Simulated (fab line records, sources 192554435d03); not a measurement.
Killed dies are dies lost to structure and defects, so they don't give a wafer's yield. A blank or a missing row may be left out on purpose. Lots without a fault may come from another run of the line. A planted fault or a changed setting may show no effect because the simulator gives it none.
A struck lot beside a sound one | flow n5_finfet | 38 steps out of a route of 1938
Sound: wafers L690.1, L690.2, L690.6. Struck: wafer L700.2. (L700.3, L700.6 of the same lot were not struck and are left out.) The cause comes at the end.
At each step with rows: each side's tool, then ch and its chambers, then its first start. Under that, the readings that differ: sound wafers | struck wafers | difference of the means | sigmas: that difference in standard deviations of wafers without a fault.
alike: readings whose means differ by less than 2 such deviations, and words and numbers that are the same on both sides. not compared: withheld readings, readings that some wafer has no value for, bounds like >300 that may hide the same value, and numbers for which the record gives no deviation and whose values overlap.
The two part at a step that has a row with sigmas, a row that says differs or no value, or rows on one side only. Numbers that don't overlap but have no deviation are shown without sigmas and don't part them. A reading that every wafer of one side lacks parts them only if that side has two wafers or more.

first, 9 steps without rows for these wafers: N5_HKMG_FIN_COAT_30 (time 60 s, resist thk 35 nm); N5_HKMG_FIN_COAT_06 (resist thk 90 nm); N5_HKMG_FIN_EBR_08; N5_HKMG_FIN_SOFTBAKE_07 (time 60 s); N5_HKMG_FIN_EXPOSE_09 (exposes mask NWFM); N5_HKMG_FIN_PEB_10 (peb time 60 s); N5_HKMG_FIN_DEVELOP_11 (develop time 30 s); N5_HKMG_FIN_DESCUM_17 (chemistry O2, time 7.9 s); N5_HKMG_FIN_ETCH_31 (etches SiARC in CF4, target depth 45.5 nm, time 75.8 s).
N5_HKMG_FIN_ETCH_32: etches SOC in N2/H2, target depth 240 nm, time 300 s.
  sound on rie_diel-05 ch 0,3, day 4 15:49; struck on rie_diel-05 ch 1, day 7 02:40
  reading                         | sound          | struck | difference | sigmas
  showerhead_plenum_p_Torr (Torr) | 2.70 2.52 2.70 | 2.42   | -0.22      | -2
  alike: bias_w, chamber_pressure_mTorr, drypump_motor_current_A, oes_product_au, rf_vpp_V, throttle_valve_pct
  not compared: rf_hours_counter_h
then, 27 steps without rows for these wafers: N5_HKMG_FIN_STRIP_33 (strips in N2/H2); N5_HKMG_FIN_STRIP_34 (strips in CF4); N5_HKMG_FIN_ETCH_35 (etches SOC in N2/H2, target depth 215.8 nm, time 243.4 s); N5_HKMG_FIN_STRIP_92 (strips SOC in N2/H2, time 20 s); N5_HKMG_FIN_WET_ETCH_18 (etches TiN in SC1, time 55 s, target depth 5.2 nm, rinse time 30 s); N5_HKMG_FIN_STRIP_19 (strips in N2/H2, time 360 s); N5_HKMG_FIN_ALD_91 (deposits TiN, target thk 1 nm, pulse time 1 s, purge time 3 s); N5_HKMG_FIN_COAT_85 (time 60 s, resist thk 300 nm); N5_HKMG_FIN_ETCH_86 (etches SOC in N2/H2, stops on TiN, target depth 393.2 nm); N5_HKMG_FIN_STRIP_89 (strips SOC in N2/H2, time 20 s); N5_HKMG_FIN_WET_ETCH_87 (etches TiN in SC1, time 154.2 s, target depth 4.7 nm, rinse time 30 s); N5_HKMG_FIN_STRIP_88 (strips in N2/H2, time 360 s); N5_HKMG_FIN_NWFM_ALD_20 (deposits TiAlC, target thk 2 nm, pulse time 3 s, purge time 2 s); N5_HKMG_FIN_ALD_71 (deposits TiN, target thk 1 nm, pulse time 1 s, purge time 3 s); N5_HKMG_FIN_COAT_66 (time 60 s, resist thk 300 nm); N5_HKMG_FIN_ETCH_67 (etches SOC in N2/H2, stops on TiN, target depth 388.9 nm); N5_HKMG_FIN_STRIP_90 (strips SOC in N2/H2, time 20 s); N5_HKMG_FIN_WET_ETCH_73 (etches the open film in SC1, time 42.3 s, target depth 1.3 nm, rinse time 30 s); N5_HKMG_FIN_ETCHBACK_68 (etches the open film in Cl2/Ar, stops on HfO2, target depth 0.5 nm); N5_HKMG_FIN_STRIP_69 (strips in N2/H2, time 360 s); N5_HKMG_FIN_ALD_21 (deposits TiN, target thk 1.5 nm, pulse time 1 s, purge time 3 s); N5_HKMG_FIN_ALD_72 (deposits W, target thk 2 nm, pulse time 1 s, purge time 2 s); N5_HKMG_FIN_W_FILL_22 (material W, target thk 60 nm, time 18.2 s); N5_HKMG_FIN_PRECLEAN_83 (cleans in DIW, time 57.5 s); N5_HKMG_FIN_SRD_84 (dry time 32 s); N5_HKMG_FIN_CMP_23 (polishes, stops on SiNx, t overpolish 10 s, target thk 46.326 nm); N5_HKMG_FIN_CMP_94 (polishes, stops on SiNx, t overpolish 4.7 s, target thk 43.299 nm).
-- the record jumps here: 9 days lie between the struck wafers' starts before and after (it left off in module HKMG_FIN and takes up again in module PASSIVATION, whose first step shown is number 1936 of the route) --
N5_PASSIVATION_PROBE_49:
  sound on prober-01, day 12 23:38; struck on prober-02, day 15 16:41
  reading                  | sound          | struck | difference | sigmas
  defect_limited_yield (%) | 93.1 90.0 93.0 | 84.2   | -7.8       | -5
  killed_at_front_end      | 29 45 34       | 123    | +87        | +8
  killed_dies              | 81 118 83      | 187    | +93        | +5
  killed_on_rim            | 12 23 9        | 32     | +17        | +5
  sort_bin_5_function (%)  | 3.5 6.6 3.9    | 9.2    | +4.5       | +4
  sort_bin_8_speed (%)     | 0 0 0          | 0.17   | +0.17      | +11
  sort_n_pass              | 1099 1062 1097 | 991    | -95        | -5
  sort_yield_pct (%)       | 93.1 90.0 93.0 | 84.0   | -8.0       | -5
  alike: killed_at_M0_to_M3, killed_at_M4_up, killed_at_contacts, killed_at_other, killed_open, killed_short, sort_bin_6_memory

WHERE THEY PART
First at N5_HKMG_FIN_ETCH_32; last, within this record, at N5_PASSIVATION_PROBE_49.

WHY: what the simulator had put in
Chamber particle source: rie_diel-05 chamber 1, from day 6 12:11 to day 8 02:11, at N5_HKMG_FIN_ETCH_32. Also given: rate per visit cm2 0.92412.
